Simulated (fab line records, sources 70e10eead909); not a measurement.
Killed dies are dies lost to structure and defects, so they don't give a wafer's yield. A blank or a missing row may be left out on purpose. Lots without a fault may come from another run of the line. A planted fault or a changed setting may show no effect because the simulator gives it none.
A struck lot beside a sound one | flow nand_harc | 14 steps out of a route of 1302
Sound: wafers L148.1, L148.2, L148.5. Struck: wafers L160.1, L160.4, L160.5. The cause comes at the end.
At each step with rows: each side's tool, then ch and its chambers, then its first start. Under that, the readings that differ: sound wafers | struck wafers | difference of the means | sigmas: that difference in standard deviations of wafers without a fault.
alike: readings whose means differ by less than 2 such deviations, and words and numbers that are the same on both sides. not compared: withheld readings, readings that some wafer has no value for, bounds like >300 that may hide the same value, and numbers for which the record gives no deviation and whose values overlap.
The two part at a step that has a row with sigmas, a row that says differs or no value, or rows on one side only. Numbers that don't overlap but have no deviation are shown without sigmas and don't part them. A reading that every wafer of one side lacks parts them only if that side has two wafers or more.

first, 2 steps without rows for these wafers: NHARC_P_M1_PRE_CLEAN_30 (time 30 s); NHARC_P_M1_PVD_20 (deposits TaN, target thk 5 nm, time 8.06 s).
NHARC_P_M1_PVD_21: deposits Cu, target thk 30 nm, time 20.49 s.
  sound on pvd_sputter-01; struck on pvd_sputter-03
  alike: cathode_dc_power_W, throttle_valve_pct
then, 1 step without rows for these wafers: NHARC_P_M1_ECD_22 (material Cu, target thk 400 nm).
NHARC_P_M1_ANNEAL_31: time 90 s.
  sound on rtp_anneal-01 ch 0, day 8 07:22; struck on rtp_anneal-01 ch 0, day 13 16:26
  alike: wafer_temp_C_max
NHARC_P_M1_CMP_23: polishes, t overpolish 20 s, target thk 157.82 nm.
  sound on cmp-03 ch 2,3, day 8 07:43; struck on cmp-04 ch 0,2, day 13 16:49
  alike: motor_current_A, time_to_endpoint_s
NHARC_P_M1_THK_MEAS_24: measures by xrf.
  sound on film_metro-01, day 8 08:02; struck on film_metro-01, day 13 17:06
  alike: thk_nm
then, 1 step without rows for these wafers: NHARC_P_M1_SRD_25.
NHARC_P_M1_INSPECT_27:
  sound on defect_inspect-01, day 8 08:11; struck on defect_inspect-01, day 13 17:16
  alike: raw_defect_count
NHARC_P_M1_PRE_CLEAN_32: time 12 s.
  sound on pecvd-01 ch 0,2, day 8 08:16; struck on pecvd-01 ch 0, day 13 17:20
  alike: heater_power_w
NHARC_P_M1_DEP_33: deposits SiCN, target thk 30 nm.
  sound on pecvd-01 ch 0,2, day 8 08:20; struck on pecvd-01 ch 0, day 13 17:27
  alike: heater_power_w
NHARC_P_M2_DEP_00: deposits SiOC, target thk 182.5 nm.
  sound on pecvd-02 ch 1,2, day 8 08:48; struck on pecvd-03 ch 1,2, day 13 18:55
then, 1 step without rows for these wafers: NHARC_P_M2_DEHYDRATE_01 (time 120 s).
-- the record jumps here: 18 days lie between the struck wafers' starts before and after (it left off in module P_M2 and takes up again in module END, whose first step shown is number 1302 of the route) --
NHARC_END_SORT_01:
  the record has rows for the struck wafers here (prober-02 ch 0, day 32 05:59) and none for the sound ones

WHERE THEY PART
Only at NHARC_END_SORT_01, within this record.

WHY: what the simulator had put in
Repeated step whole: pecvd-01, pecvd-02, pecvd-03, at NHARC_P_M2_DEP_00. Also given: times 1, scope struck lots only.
